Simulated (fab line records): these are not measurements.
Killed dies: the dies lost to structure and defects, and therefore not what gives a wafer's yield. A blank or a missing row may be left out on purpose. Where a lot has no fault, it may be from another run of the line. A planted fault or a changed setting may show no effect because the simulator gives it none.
A single fault, viewed from 2 desks + flow n5_finfet + only its own numbers are on each desk; what lay behind them is given at the end

## AT THE METROLOGY DESK
What the gauges read, lot by lot, whatever tool the lot ran on: means of the sampled wafers that have a number. The brackets show how far a lot's mean lies from the usual mean; more than 4 standard deviations puts the lot out of limits, marked OUT. Only the readings that lie furthest out on some lot appear, 7 of the 11 it has.
Columns: A = DIBL_N at N5_BEOL_M4_RC_MEAS_101, usual 35.8 mV/V; B = IOFF_N at N5_BEOL_M4_RC_MEAS_101, usual 0.150 nA/um; C = IOFF_P at N5_BEOL_M4_RC_MEAS_101, usual 0.194 nA/um; D = ION_P at N5_BEOL_M4_RC_MEAS_101, usual 456 uA/um; E = SS_N at N5_BEOL_M4_RC_MEAS_101, usual 71.4 mV/dec; F = SS_P at N5_BEOL_M4_RC_MEAS_101, usual 73.1 mV/dec; G = VT_N at N5_BEOL_M4_RC_MEAS_101, usual 251 mV
| lot  | first seen here | A    | B     | C     | D   | E    | F    | G   |
|------|-----------------|------|-------|-------|-----|------|------|-----|
| L989 | day 2 02:17     | 36.3 | 0.146 | 0.195 | 453 | 71.5 | 72.9 | 252 |
| L993 | day 3 00:58     | 37.3 | 0.165 | 0.202 | 457 | 71.5 | 73.0 | 250 |
| L101 | day 5 02:06     | 34.3 | 0.127 | 0.173 | 453 | 70.7 | 73.4 | 254 |
| L103 | day 5 12:31     | 38.3 | 0.197 | 0.217 | 456 | 72.5 | 73.5 | 248 |
| L110 | day 7 05:40     | 36.8 | 0.161 | 0.211 | 459 | 71.9 | 73.3 | 250 |
| L111 | day 7 18:06     | 37.8 | 0.178 | 0.235 | 465 | 71.6 | 73.8 | 249 |
This desk found nothing out of limits on any of the 6 lots.

## TOOL OWNER'S DESK, rie_si-05
The tool's own readings at N5_FIN_SAQP_ETCH_65 (etches SiO2 in CF4, target depth 4 nm, time 4.4 s): means of the sampled wafers that have a number, for each lot that ran on this tool. The brackets show how far a lot's mean lies from the usual mean; more than 4 standard deviations puts the lot out of limits, marked OUT.
Columns: A = drypump_motor_current_A at N5_FIN_SAQP_ETCH_65, usual 5.8 A; B = oes_product_au at N5_FIN_SAQP_ETCH_65, usual 1.003 a.u.; C = throttle_valve_pct at N5_FIN_SAQP_ETCH_65, usual 21.78 %
| lot  | first seen here | A   | B     | C     |
|------|-----------------|-----|-------|-------|
| L989 | day 2 02:26     | 5.6 | 1.012 | 21.86 |
| L101 | day 5 02:16     | 5.5 | 1.026 | 21.72 |
| L103 | day 5 12:40     | 6.0 | 1.008 | 21.89 |
This desk found nothing out of limits on any of the 3 lots.

## TAKEN TOGETHER
From the metrology desk's view, nothing was out of limits.
Nothing out of limits was seen by the tool owner's desk.

## WHAT THE SIMULATOR PUT IN
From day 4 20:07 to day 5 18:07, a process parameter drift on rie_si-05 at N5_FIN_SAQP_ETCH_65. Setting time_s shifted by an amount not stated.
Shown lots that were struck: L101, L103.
